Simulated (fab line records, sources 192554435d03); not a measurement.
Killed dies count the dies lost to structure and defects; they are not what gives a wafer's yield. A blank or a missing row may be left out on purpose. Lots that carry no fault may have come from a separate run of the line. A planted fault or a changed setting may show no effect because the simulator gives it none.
Matching of chambers    flow n5-finfet    N5_BEOL_M11_CURE_71 on uv-cure-03: 3 sister chambers
The step cures SiCOH lowk, time 240 s. 18 wafers are shown with their chamber, then 9 later ones without.

== WAFERS, EACH WITH ITS CHAMBER ==
wafer   chamber  lamp-power-pct (%)  wafer_temp_C_max
L079.3  0        52.38               386.5
L079.4  0        52.19               386.9
L079.6  0        52.26               387.1
L082.2  2        52.33               386.8
L082.3  2        52.26               386.7
L082.6  2        52.33               386.6
L084.1  1        52.41               386.4
L084.3  1        52.28               386.7
L084.4  1        52.37               386.6
L084.2  1        52.44               386.6
L084.5  1        52.35               387.2
L084.6  1        52.31               386.4
L085.1  0        52.25               386.4
L085.4  0        52.34               386.6
L085.6  0        52.29               386.5
L092.2  1        52.31               386.6
L092.3  1        52.43               387.2
L092.4  1        52.32               386.5

SIGNATURES, as means of the wafers listed above
reading           chamber 0  chamber 1  chamber 2  scatter within a chamber
lamp-power-pct    52.2850    52.3578    52.3067    0.0595
wafer_temp_C_max  386.667    386.689    386.700    0.276
Rule: a wafer's distance from a chamber is the root of the sum, over the readings, of the square of ((its reading less the chamber's mean) divided by the reading's scatter). If the next closest chamber is less than 2 further off than the closest, the wafer can't be placed; otherwise it belongs to the closest. The scatter: the root of (the sum of the squares of (reading less its chamber's mean) over the shown wafers, divided by (wafers less chambers)).

== WAFERS MISSING THEIR CHAMBER ==
wafer   lamp-power-pct (%)  wafer_temp_C_max
L094.2  52.22               386.2
L094.3  52.36               386.2
L094.5  52.36               386.9
L095.1  52.31               386.9
L095.3  52.39               386.6
L095.4  52.43               386.5
L097.1  52.39               386.9
L097.3  52.40               386.3
L097.5  52.27               386.2

== CHAMBER TAKEN BY EACH ==
wafer   from the rows above           in truth
L094.2  can't be placed: 0 or 2 or 1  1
L094.3  can't be placed: 1 or 2 or 0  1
L094.5  can't be placed: 1 or 2 or 0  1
L095.1  can't be placed: 2 or 0 or 1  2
L095.3  can't be placed: 1 or 2 or 0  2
L095.4  can't be placed: 1 or 2 or 0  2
L097.1  can't be placed: 1 or 2 or 0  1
L097.3  can't be placed: 1 or 2 or 0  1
L097.5  can't be placed: 0 or 2 or 1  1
Correct placement for 0 of the 9. Can't be placed from these rows: 9 (the true chamber is among the candidates in 9). 0 placed wrongly.
